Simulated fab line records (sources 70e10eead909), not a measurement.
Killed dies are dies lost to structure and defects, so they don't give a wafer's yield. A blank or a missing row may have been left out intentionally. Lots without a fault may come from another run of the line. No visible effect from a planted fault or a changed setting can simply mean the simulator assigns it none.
fab line records ; flow nand_harc
record: lots: 14; wafers: 41; last_day: 34
route steps=1302 shown A_CONTACT@1086 END@1302
lots that met no fault: from a run of the same line without faults
start_h: the number of hours between the record's first day and the start of the first shown wafer of the lot ; wait_h: time in hours since the lot's previous step ; " unchanged from the row above ; L1.1+2: several wafers, shown together as one row ; - no value present, or no start provided ; * or withheld: withheld ; < > ~ a bound
route shown NAME@n: NAME is a module with steps in the file, n the number in the route of the first one ; usual: mean and standard deviation over wafers with no fault ; same: alike in all rows ; chamber/n: place in a boat ; sites: each site's reading ; _std_site: how widely they spread, as a standard deviation ; _edge_site: outer sites' mean less inner sites' ; radius_mm: for every site, how far away it sits from the centre of the wafer ; mask NAME#n: copy n ; behind: the tool/chamber that last shaped the wafer ; hold: the reason the lot was held/the length of the hold in hours/how it ended ; device: transistor that didn't switch, given as n, p or np ; end of line: the tests these same wafers got at the end of their route ; a step given without rows: its recipe and nothing more ; killed: the dies lost at the first sort to structure and to defects; this is not the yield of the wafer ; map: per-die view of a wafer (x killed, . not killed, _ where there is no die)
set.NAME: the setting that was run; set.NAME@STEP: the one run at that earlier step ; model.NAME: the simulator's own value behind a step, which no gauge read
the route's steps for a sample of lots (tables are steps, rows are wafers)
services: a tool's chamber out of use, with start hour (start_h, from the record's first day; less than 0 if before it), hours out, and reason
== steps ==
step: NHARC_A_CONTACT_ETCH_134
recipe: source_w: withheld; pressure_mtorr: 20; bias_v: withheld; time_s: 140; target_depth_a: 7000; ar_flow_sccm: withheld; c4f8_flow_sccm: withheld; o2_flow_sccm: withheld; chemistry: C4F8/O2/Ar
lot.wafer;tool;chamber;start_h;wait_h;rf_hours_counter_h
L632.2;har_cap_etch-03;1;510.74;-;42
L632.3;har_cap_etch-03;0;510.74;-;-
L632.6;har_cap_etch-03;0;510.74;-;-
L631.1;har_cap_etch-02;1;511.76;-;87
L631.3;har_cap_etch-02;1;511.76;-;-
L631.4;har_cap_etch-02;0;511.76;-;-
L630.2;har_cap_etch-03;1;523.71;-;44
L630.3;har_cap_etch-03;1;523.71;-;-
L630.4;har_cap_etch-03;0;523.71;-;-
L633.2;har_cap_etch-01;0;552.97;-;6
L633.3;har_cap_etch-01;0;552.97;-;-
L633.6;har_cap_etch-01;0;552.97;-;-
L634.1;har_cap_etch-03;0;554.43;-;49
L634.4;har_cap_etch-03;0;554.43;-;-
L634.5;har_cap_etch-03;1;554.43;-;-
L636.4;har_cap_etch-01;0;556.32;-;-
L636.3;har_cap_etch-01;1;556.32;-;-
L636.5;har_cap_etch-01;0;556.32;-;-
L638.1;har_cap_etch-02;1;604.43;-;101
L638.6;har_cap_etch-02;1;604.43;-;-
L638.5;har_cap_etch-02;0;604.43;-;-
L639.3;har_cap_etch-03;0;604.80;-;-
L639.4;har_cap_etch-03;1;604.80;-;-
L639.6;har_cap_etch-03;1;604.80;-;-
L641.3;har_cap_etch-01;1;622.83;-;-
L641.6;har_cap_etch-01;0;622.83;-;-
L641.5;har_cap_etch-01;1;622.83;-;-
L645.2;har_cap_etch-01;0;645.93;-;25
L645.3;har_cap_etch-01;1;645.93;-;-
L645.4;har_cap_etch-01;0;645.93;-;-
L647.2;har_cap_etch-01;1;659.40;-;26
L647.4;har_cap_etch-01;0;659.40;-;-
L647.5;har_cap_etch-01;1;659.40;-;-
L646.1;har_cap_etch-03;1;664.23;-;73
L646.3;har_cap_etch-03;1;664.23;-;-
L651.2;har_cap_etch-01;0;719.16;-;35
L651.4;har_cap_etch-01;0;719.16;-;-
L651.5;har_cap_etch-01;1;719.16;-;-
L653.2;har_cap_etch-03;0;748.82;-;84
L653.4;har_cap_etch-03;1;748.82;-;-
L653.6;har_cap_etch-03;1;748.82;-;-
step: NHARC_A_CONTACT_ETCH_136
recipe: source_w: withheld; pressure_mtorr: 20; bias_v: 1200; time_s: 311; target_depth_a: 19120; ar_flow_sccm: withheld; c4f8_flow_sccm: withheld; o2_flow_sccm: withheld; chemistry: C4F8/O2/Ar
lot.wafer;tool;chamber;start_h;wait_h;rf_hours_counter_h
L632.2;har_cap_etch-03;1;511.22;0.2;43
L632.3;har_cap_etch-03;0;511.22;0.2;-
L632.6;har_cap_etch-03;0;511.22;0.2;-
L631.1;har_cap_etch-02;1;512.23;0.2;87
L631.3;har_cap_etch-02;1;512.23;0.2;-
L631.4;har_cap_etch-02;0;512.23;0.2;-
L630.2;har_cap_etch-03;1;524.20;0.2;44
L630.3;har_cap_etch-03;1;524.20;0.2;-
L630.4;har_cap_etch-03;0;524.20;0.2;-
L633.2;har_cap_etch-01;0;553.46;0.2;6
L633.3;har_cap_etch-01;0;553.46;0.2;-
L633.6;har_cap_etch-01;0;553.46;0.2;-
L634.1;har_cap_etch-03;0;554.91;0.2;49
L634.4;har_cap_etch-03;0;554.91;0.2;-
L634.5;har_cap_etch-03;1;554.91;0.2;-
L636.4;har_cap_etch-01;0;556.81;0.2;-
L636.3;har_cap_etch-01;1;556.81;0.2;-
L636.5;har_cap_etch-01;0;556.81;0.2;-
L638.1;har_cap_etch-02;1;604.90;0.2;102
L638.6;har_cap_etch-02;1;604.90;0.2;-
L638.5;har_cap_etch-02;0;604.90;0.2;-
L639.3;har_cap_etch-03;0;605.30;0.2;-
L639.4;har_cap_etch-03;1;605.30;0.2;-
L639.6;har_cap_etch-03;1;605.30;0.2;-
L641.3;har_cap_etch-01;1;623.33;0.2;-
L641.6;har_cap_etch-01;0;623.33;0.2;-
L641.5;har_cap_etch-01;1;623.33;0.2;-
L645.2;har_cap_etch-01;0;646.41;0.2;26
L645.3;har_cap_etch-01;1;646.41;0.2;-
L645.4;har_cap_etch-01;0;646.41;0.2;-
L647.2;har_cap_etch-01;1;659.87;0.2;27
L647.4;har_cap_etch-01;0;659.87;0.2;-
L647.5;har_cap_etch-01;1;659.87;0.2;-
L646.1;har_cap_etch-03;1;664.72;0.2;73
L646.3;har_cap_etch-03;1;664.72;0.2;-
L651.2;har_cap_etch-01;0;719.64;0.2;36
L651.4;har_cap_etch-01;0;719.64;0.2;-
L651.5;har_cap_etch-01;1;719.64;0.2;-
L653.2;har_cap_etch-03;0;749.29;0.2;85
L653.4;har_cap_etch-03;1;749.29;0.2;-
L653.6;har_cap_etch-03;1;749.29;0.2;-
step: NHARC_A_CONTACT_ETCH_137
recipe: source_w: withheld; pressure_mtorr: 20; bias_v: 1200; time_s: 311; target_depth_a: 19120; ar_flow_sccm: withheld; c4f8_flow_sccm: withheld; o2_flow_sccm: withheld; chemistry: C4F8/O2/Ar
lot.wafer;tool;chamber;start_h;wait_h;rf_hours_counter_h
L632.2;har_cap_etch-03;1;511.49;0.2;43
L632.3;har_cap_etch-03;0;511.49;0.2;-
L632.6;har_cap_etch-03;0;511.49;0.2;-
L631.1;har_cap_etch-02;1;512.51;0.2;88
L631.3;har_cap_etch-02;1;512.51;0.2;-
L631.4;har_cap_etch-02;0;512.51;0.2;-
L630.2;har_cap_etch-03;1;524.47;0.2;44
L630.3;har_cap_etch-03;1;524.47;0.2;-
L630.4;har_cap_etch-03;0;524.47;0.2;-
L633.2;har_cap_etch-01;0;553.73;0.2;6
L633.3;har_cap_etch-01;0;553.73;0.2;-
L633.6;har_cap_etch-01;0;553.73;0.2;-
L634.1;har_cap_etch-03;0;555.19;0.2;50
L634.4;har_cap_etch-03;0;555.19;0.2;-
L634.5;har_cap_etch-03;1;555.19;0.2;-
L636.4;har_cap_etch-01;0;557.08;0.2;-
L636.3;har_cap_etch-01;1;557.08;0.2;-
L636.5;har_cap_etch-01;0;557.08;0.2;-
L638.1;har_cap_etch-02;1;605.17;0.2;102
L638.6;har_cap_etch-02;1;605.17;0.2;-
L638.5;har_cap_etch-02;0;605.17;0.2;-
L639.3;har_cap_etch-03;0;605.57;0.2;-
L639.4;har_cap_etch-03;1;605.57;0.2;-
L639.6;har_cap_etch-03;1;605.57;0.2;-
L641.3;har_cap_etch-01;1;623.60;0.2;-
L641.6;har_cap_etch-01;0;623.60;0.2;-
L641.5;har_cap_etch-01;1;623.60;0.2;-
L645.2;har_cap_etch-01;0;646.68;0.2;26
L645.3;har_cap_etch-01;1;646.68;0.2;-
L645.4;har_cap_etch-01;0;646.68;0.2;-
L647.2;har_cap_etch-01;1;660.14;0.2;27
L647.4;har_cap_etch-01;0;660.14;0.2;-
L647.5;har_cap_etch-01;1;660.14;0.2;-
L646.1;har_cap_etch-03;1;664.99;0.2;73
L646.3;har_cap_etch-03;1;664.99;0.2;-
L651.2;har_cap_etch-01;0;719.91;0.2;36
L651.4;har_cap_etch-01;0;719.91;0.2;-
L651.5;har_cap_etch-01;1;719.91;0.2;-
L653.2;har_cap_etch-03;0;749.56;0.2;85
L653.4;har_cap_etch-03;1;749.56;0.2;-
L653.6;har_cap_etch-03;1;749.56;0.2;-
step: NHARC_A_CONTACT_ALD_18
recipe: target_thk_a: 30; pulse_time_s: 1; ald_cycles: 150; temp_c: 450; material: TiN
usual: ald_cycles: 150/0; heater_power_outer_w: 685/79; heater_power_w: 1089/120; precursor_pulse_height_rel: 0.997/0.021
lot.wafer;tool;chamber;start_h;wait_h;ald_cycles;heater_power_outer_w;heater_power_w;precursor_pulse_height_rel
L632.3;ald_metal-01;1;513.77;-;150;764;1234;1.022
L632.2;ald_metal-01;2;513.77;-;150;659;1084;0.999
L632.6;ald_metal-01;0;513.77;-;150;811;1198;1.006
L631.3;ald_metal-02;2;514.93;-;150;682;1083;0.988
L631.4;ald_metal-02;3;514.93;-;150;681;1155;1.018
L631.1;ald_metal-02;0;514.93;-;150;778;1342;1.010
L630.2;ald_metal-04;3;526.88;-;150;735;1030;0.992
L630.3;ald_metal-04;1;526.88;-;150;723;1080;1.034
L630.4;ald_metal-04;2;526.88;-;150;561;952;0.984
L633.2;ald_metal-01;3;556.04;-;150;585;946;0.978
L633.3;ald_metal-01;2;556.04;-;150;637;1070;0.958
L633.6;ald_metal-01;0;556.04;-;150;810;1160;1.055
L634.1;ald_metal-04;3;557.42;-;150;689;1058;1.010
L634.4;ald_metal-04;1;557.42;-;150;729;1077;0.947
L634.5;ald_metal-04;2;557.42;-;150;555;940;0.967
L636.3;ald_metal-02;3;559.29;-;150;691;1126;0.989
L636.4;ald_metal-02;0;559.29;-;150;781;1328;1.019
L636.5;ald_metal-02;1;559.29;-;150;616;998;0.970
L638.1;ald_metal-01;1;607.46;-;150;777;1265;0.976
L638.6;ald_metal-01;0;607.46;-;150;803;1143;0.976
L638.5;ald_metal-01;1;607.46;-;150;790;1260;1.018
L639.3;ald_metal-04;2;608.04;-;150;556;960;1.002
L639.4;ald_metal-04;3;608.04;-;150;713;1067;0.996
L639.6;ald_metal-04;2;608.04;-;150;553;961;1.010
L641.3;ald_metal-02;2;625.78;-;150;714;1115;0.996
L641.5;ald_metal-02;3;625.78;-;150;653;1065;1.008
L641.6;ald_metal-02;0;625.78;-;150;749;1337;0.943
L645.2;ald_metal-04;3;648.89;-;150;704;1084;1.007
L645.3;ald_metal-04;1;648.89;-;73;726;1099;0.993
L645.4;ald_metal-04;1;648.89;-;150;739;1101;1.007
L647.2;ald_metal-04;3;662.41;-;150;711;1053;1.003
L647.4;ald_metal-04;1;662.41;-;150;705;1052;1.002
L647.5;ald_metal-04;2;662.41;-;73;563;933;0.993
L646.1;ald_metal-04;1;667.24;-;150;690;1045;1.011
L646.3;ald_metal-04;2;667.24;-;73;562;942;0.991
L651.2;ald_metal-01;3;722.13;-;150;573;895;0.990
L651.4;ald_metal-01;2;722.13;-;150;646;1064;1.002
L651.5;ald_metal-01;0;722.13;-;150;779;1196;0.988
L653.2;ald_metal-02;0;751.87;-;150;758;1369;1.042
L653.4;ald_metal-02;2;751.87;-;150;733;1153;1.018
L653.6;ald_metal-02;0;751.87;-;150;770;1353;0.992
step: NHARC_END_SORT_01
recipe: temp_c: 25
usual: killed_at_array: 56/21; killed_at_other: 1.2/1.6; killed_at_periphery: 3.7/2.5; killed_dies: 61/21; killed_open: 3.1/1.8; killed_short: 2.8/1.7
same: gross_dies: 677
lot.wafer;tool;chamber;start_h;wait_h;killed_at_array;killed_at_other;killed_at_periphery;killed_dies;killed_open;killed_short
L645.2;prober-01;0;699.11;2.8;68;0;1;69;2;4
L645.3;prober-01;0;699.91;3.1;676;0;1;677;4;1
L645.4;prober-01;0;700.71;3.4;72;0;3;75;0;3
L646.1;prober-02;0;711.40;2.5;34;1;10;45;5;3
L646.3;prober-02;0;713.01;3.1;666;0;11;677;1;2
L647.2;prober-01;0;712.23;2.8;62;0;6;68;2;3
L647.4;prober-01;0;713.83;3.4;85;2;7;94;3;5
L647.5;prober-01;0;714.64;3.7;668;0;9;677;3;6
killed by level:class
L645.2 A_SLIT:chamber_film_flake=28 A_CHANNEL_HOLE_D2:chamber_film_flake=19 A_CHANNEL_HOLE_D1:chamber_film_flake=9 A_CONTACT:chamber_film_flake=4 A_WL_FILL:geometric_particle:short=2 A_CHANNEL_FILL_D1:chamber_film_flake=2 P_GATE:geometric_particle:open=1 A_CHANNEL_FILL_D1:geometric_particle:open=1
L645.3 A_CONTACT:area_ald=606 A_CHANNEL_HOLE_D2:chamber_film_flake=27 A_SLIT:chamber_film_flake=24 A_CHANNEL_HOLE_D1:chamber_film_flake=6 A_CHANNEL_FILL_D1:chamber_film_flake=4 A_CHANNEL_FILL_D1:geometric_particle:open=2 A_ZERO_WELL:chamber_film_flake=2 A_CONTACT:chamber_film_flake=2
L645.4 A_SLIT:chamber_film_flake=28 A_CHANNEL_HOLE_D2:chamber_film_flake=23 A_CONTACT:chamber_film_flake=7 A_CHANNEL_HOLE_D1:chamber_film_flake=4 A_STAIRCASE:chamber_film_flake=3 P_ZERO_WELL:chamber_film_flake=2 A_CHANNEL_FILL_D1:chamber_film_flake=2 A_DECK1_JOINT:chamber_film_flake=1
L646.1 A_CONTACT:chamber_film_flake=15 P_CONTACT:chamber_film_flake=7 A_CHANNEL_HOLE_D1:chamber_film_flake=7 A_SLIT:chamber_film_flake=4 P_M0:geometric_particle:open=2 A_STAIRCASE:chamber_film_flake=2 A_ONON_D1:geometric_particle:open=1 A_ONON_D2:geometric_particle:short=1
L647.2 A_CHANNEL_HOLE_D1:chamber_film_flake=22 A_SLIT:chamber_film_flake=20 A_CHANNEL_HOLE_D2:chamber_film_flake=12 P_ZERO_WELL:chamber_film_flake=4 P_M1:chamber_film_flake=2 A_STAIRCASE:chamber_film_flake=2 A_ONON_D1:geometric_particle:short=1 A_CHANNEL_FILL_D1:geometric_particle:open=1
L646.3 A_CONTACT:area_ald=644 A_CHANNEL_HOLE_D1:chamber_film_flake=9 A_CONTACT:chamber_film_flake=7 P_CONTACT:chamber_film_flake=6 A_SLIT:chamber_film_flake=3 P_GATE:chamber_film_flake=2 P_M0:geometric_particle:short=1 P_M1:geometric_particle:open=1
L647.4 A_CHANNEL_HOLE_D1:chamber_film_flake=34 A_SLIT:chamber_film_flake=20 A_CHANNEL_HOLE_D2:chamber_film_flake=16 P_STI:chamber_film_flake=4 A_BLC:chamber_film_flake=3 A_CHANNEL_FILL_D1:geometric_particle:open=2 P_CONTACT:chamber_film_flake=2 A_STAIRCASE:chamber_film_flake=2
L647.5 A_CONTACT:area_ald=594 A_CHANNEL_HOLE_D1:chamber_film_flake=32 A_SLIT:chamber_film_flake=19 A_CHANNEL_HOLE_D2:chamber_film_flake=15 P_M1:chamber_film_flake=5 P_M0:geometric_particle:short=2 A_CHANNEL_FILL_D1:geometric_particle:short=2 A_ONON_D2:geometric_particle:short=2
== services ==
tool;chamber;start_h;hours;kind
ald_metal-01;0;491.36;18.4;repair
har_cap_etch-01;-;497.00;17.0;pm
har_cap_etch-01;0;497.00;17.0;vent_cycle
har_cap_etch-01;1;497.00;17.0;vent_cycle
ald_metal-04;0;502.48;25.0;repair
ald_metal-04;1;502.64;4.4;repair
har_cap_etch-01;0;514.00;-;clean
har_cap_etch-01;1;514.00;-;clean
ald_metal-01;-;526.00;10.0;pm
ald_metal-02;-;610.00;10.0;pm
ald_metal-01;-;629.15;0.8;repair
ald_metal-04;2;647.78;9.2;repair
ald_metal-01;-;651.56;0.8;repair
ald_metal-04;-;652.00;10.0;pm
ald_metal-04;0;652.00;29.1;vent_cycle
ald_metal-04;1;652.00;10.0;vent_cycle
ald_metal-04;3;652.00;10.0;vent_cycle
ald_metal-02;-;658.72;0.2;repair
ald_metal-04;1;662.00;-;clean
ald_metal-04;2;662.00;-;clean
ald_metal-04;3;662.00;-;clean
ald_metal-01;-;704.00;10.0;pm
ald_metal-02;-;735.10;0.3;repair
har_cap_etch-03;-;750.88;0.3;repair
== key ==
first_sign: step: NHARC_A_CONTACT_ALD_18; reading: ald_cycles; direction: down; sigmas: 99+; usual: 150; struck: 73
effect: step: NHARC_END_SORT_01; reading: killed_at_array; direction: up; sigmas: 29; usual: 56; struck: 670
more_kills_born_at: NHARC_A_CONTACT_ALD_18@ald_metal-04: 1844
met_at NHARC_A_CONTACT_ALD_18
struck_lots L645,L646,L647
struck_wafers L645.3,L646.3,L647.5
later_rows_left_out L645.3,L646.3,L647.5
tester_left_out L645,L646,L647
not_acting_at NHARC_A_CONTACT_ETCH_134,NHARC_A_CONTACT_ETCH_136,NHARC_A_CONTACT_ETCH_137
onset_between 608.04 648.89
fault: kind: process_parameter_drift; tool: ald_metal-04; chamber: -; onset_h: 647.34; steps: NHARC_A_CONTACT_ALD_18; channel: ald_cycles; offset: -77; shape: step; end_h: 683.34; scope: struck_wafers_only; acts_in: these_recipes_only; stated: 150
tester_left_out: of these lots the tester's yield and bins aren't shown, on N5 and GAA mostly nor the transistor test; their killed dies are dies lost to structure and defects alone, not to doping, threshold or leakage, so they don't give the yield
later_rows_left_out: the simulator's readings of these wafers behind a module that went badly wrong aren't trusted and aren't shown, but for the sort
